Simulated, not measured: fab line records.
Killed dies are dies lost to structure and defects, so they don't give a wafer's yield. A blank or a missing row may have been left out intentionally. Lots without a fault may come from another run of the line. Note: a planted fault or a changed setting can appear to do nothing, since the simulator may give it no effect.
8D (eight disciplines) problem report, filled in by code + flow n5-finfet + the parts of the form that need people (team, actions taken, sign-off) are left out

## 1. WHAT WENT WRONG
Mean of spin-speed-rpm at N5_BEOL_M7_COAT_59: 1601.6 rpm across 6 wafers in 2 lots; on wafers with no fault it is 1500.1 rpm (standard deviation 0.88). So: +99 or more standard deviations from the usual mean.
The step: time 60 s, resist thk 100 nm.
Seen first at day 13 01:57 on litho-track-04, wafer L811.1. The record holds 36 wafers of 12 lots with a number at this step. Rule for "out" (also "out of limits"): further than 4 standard deviations from the usual mean. All remaining wafers that have a number are taken as sound.

## 2. WHAT THIS IS AND IS NOT
| question                    | is                     | is not                                                                                                  |
|-----------------------------|------------------------|---------------------------------------------------------------------------------------------------------|
| which readings at this step | spin-speed-rpm         | -                                                                                                       |
| which lots                  | L811, L812             | L801, L804, L805, L814, L815, L819, L820, L821, L822, L824                                              |
| which wafers of those lots  | all that have a number | -                                                                                                       |
| read on which tools         | litho-track-04         | litho-track-01, litho-track-03                                                                          |
| when                        | from day 13 01:57      | up to then (9 sound wafers); but 21 sound wafers of L814, L815, L819, L820, L821, L822, L824 came after |

## 3. THE SUSPECTS, EACH WITH WHAT RULES IT OUT
Counting: a tool stays on the suspect list if, at a process step up to the reading, it processed all lots that are out and no sound lot following the first of them.
- litho-track-04 at N5_BEOL_M7_COAT_59 (time 60 s, resist thk 100 nm): kept. It ran every lot that is out, first L811 (day 13 01:57), and no sound lot after that; its last sound lot up to then is L805 (day 12 01:24). Out on those wafers are its own readings of spin-speed-rpm.
Left after counting: litho-track-04 at N5_BEOL_M7_COAT_59.

## 4. THE CAUSE (what the simulator had put in)
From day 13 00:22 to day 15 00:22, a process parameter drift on litho-track-04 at N5_BEOL_M7_COAT_59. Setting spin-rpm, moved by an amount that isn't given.
Only this tool survived the counting.

## 5. SEQUENCE OF EFFECTS, ordered by route
Each row: a reading where the mean over the struck wafers with a number is more than 3 standard deviations away from the usual. Readings are gone through only where the record gives a usual standard deviation; hours: the median, over the lots, of the time from a lot's start at the first step in this table giving one to that lot's start at this step; sigmas: the change measured in usual standard deviations.
| hours | step               | reading        | usual      | on struck wafers | change | sigmas      |
|-------|--------------------|----------------|------------|------------------|--------|-------------|
| 0     | N5_BEOL_M7_COAT_59 | spin-speed-rpm | 1500.1 rpm | 1601.6           | +101.5 | +99 or more |
The process steps in it:
- N5_BEOL_M7_COAT_59: time 60 s, resist thk 100 nm.
Later measuring or inspecting steps at which every struck wafer that the step has a row for has a number for every such reading, and none has moved that far: N5_BEOL_M7_OVL_MEAS_12.

## 6. WHAT WOULD HAVE CAUGHT IT SOONER
In this record the first reading out of limits was taken at day 13 01:57, 2 hours after the fault began at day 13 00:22.
